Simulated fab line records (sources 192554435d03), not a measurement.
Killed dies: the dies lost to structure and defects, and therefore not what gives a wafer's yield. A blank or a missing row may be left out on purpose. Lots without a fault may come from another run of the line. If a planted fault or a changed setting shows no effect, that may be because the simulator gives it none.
Matching of chambers ; flow n5Finfet ; 4 sister chambers for N5_BEOL_M0_SAQP_ETCH_101 on rieDiel-05
The step etches SiNx in CH3F/O2, target depth 29.9 nm, time 42.7 s. 4 wafers are shown with their chamber, then 9 later ones without.

WAFERS WITH THEIR CHAMBER
wafer;chamber;showerheadPlenumPTorr (Torr)
L704.2;3;1.93
L709.2;2;1.90
L710.5;1;2.06
L710.6;0;1.98

WAFERS WITH NO CHAMBER GIVEN
wafer;showerheadPlenumPTorr (Torr)
L721.1;2.06
L721.2;1.97
L721.4;1.92
L724.2;1.89
L724.4;1.89
L724.6;2.06
L725.3;1.89
L725.4;2.06
L725.5;1.91

WHICH CHAMBER EACH WENT THROUGH
wafer;from the rows above;in truth
L721.1;1;1
L721.2;0;0
L721.4;can't be placed: 3 or 2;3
L724.2;2;2
L724.4;2;2
L724.6;1;1
L725.3;2;2
L725.4;1;1
L725.5;can't be placed: 2 or 3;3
Correctly placed: 7 of 9. Can't be placed from these rows: 2 (the true chamber is among the candidates in 2). Wrongly placed: 0.
How it was worked out, from the rows above alone: a wafer's distance from a chamber is the root of the sum, over the readings, of the square of ((its reading less the chamber's mean) divided by the reading's scatter). If the next closest chamber is less than 2 further off than the closest, the wafer can't be placed; otherwise it belongs to the closest. For every chamber, the mean is computed from those of its wafers that are shown. The scatter (one wafer shown for each chamber): square how far every hidden wafer sits from the nearest shown wafer, average those squares and take the square root.
